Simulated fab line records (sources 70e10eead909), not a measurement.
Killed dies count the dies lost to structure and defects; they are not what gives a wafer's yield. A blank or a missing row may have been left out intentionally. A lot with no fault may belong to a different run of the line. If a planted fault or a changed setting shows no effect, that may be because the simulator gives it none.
8D (eight disciplines) problem report, filled in by code    flow nand-harc    the parts of the form that need people (team, actions taken, sign-off) are left out

## 1. WHAT WENT WRONG
rf-fwd-power-W at NHARC_A_STAIRCASE_ETCH_230 reads a mean of 688.0 W on 6 wafers of 2 lots; wafers without a fault read 591.6 W with a standard deviation of 3. Relative to the usual mean, that is a shift of +32 standard deviations.
The step: etches the open film in C4F8/O2, target depth 100 nm, time 40.5 s.
First observed at day 17 23:29: wafer L136.3, on rie-diel-13. The record holds 33 wafers of 11 lots with a number at this step. The rule behind "out" and "out of limits": a value lying over 4 standard deviations away from the usual mean. The rest of the wafers with a number are treated as sound.

## 2. WHAT IT IS AND WHAT IT IS NOT
question                     is                      is not
which readings at this step  rf-fwd-power-W          rf-vpp-V
which lots                   L136, L140              L133, L134, L135, L137, L146, L148, L149, L151, L154
which wafers of those lots   all that have a number  -
read on which tools          rie-diel-13             rie-diel-02
when                         from day 17 23:29       up to then (9 sound wafers); but 18 sound wafers of L137, L146, L148, L149, L151, L154 came after

## 3. SUSPECTS, AND WHAT RULES EACH OUT
Counting: a tool at a process step up to the reading stays a suspect if it ran every lot that is out and no sound lot after the first of them.
- rie-diel-13 at NHARC_A_STAIRCASE_ETCH_230 (etches the open film in C4F8/O2, target depth 100 nm, time 40.5 s): ruled out as a lasting fault. Following L136 (day 17 23:29), the first lot on it that is out, the sound lots L146, L149, L148, L151 were run on it.
Left after counting: nothing in the record.

## 4. THE CAUSE (what the simulator had put in)
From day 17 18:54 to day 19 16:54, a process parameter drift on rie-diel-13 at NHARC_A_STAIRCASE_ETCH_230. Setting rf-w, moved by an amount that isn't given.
Counting ruled it out, wrongly.

## 5. SEQUENCE OF EFFECTS, ordered by route
Rows list readings where the struck wafers' mean (over those with a number) sits beyond 3 standard deviations from the usual. Only readings for which the record gives a usual standard deviation are gone through. hours: the time from each lot's start at the first step in this table that gives one to its start at this step, as a median over the lots. sigmas: the change in usual standard deviations.
hours  step                        reading         usual       on struck wafers  change  sigmas
0      NHARC_A_STAIRCASE_ETCH_230  oes-product-au  0.952 a.u.  1.038             +0.087  +5.4
0      NHARC_A_STAIRCASE_ETCH_230  rf-fwd-power-W  591.6 W     688.0             +96.4   +32
It contains these process steps:
- NHARC_A_STAIRCASE_ETCH_230: etches the open film in C4F8/O2, target depth 100 nm, time 40.5 s.

## 6. WHAT WOULD HAVE CAUGHT IT SOONER
In this record the first reading out of limits was taken at day 17 23:29, 5 hours after the fault began at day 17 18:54.
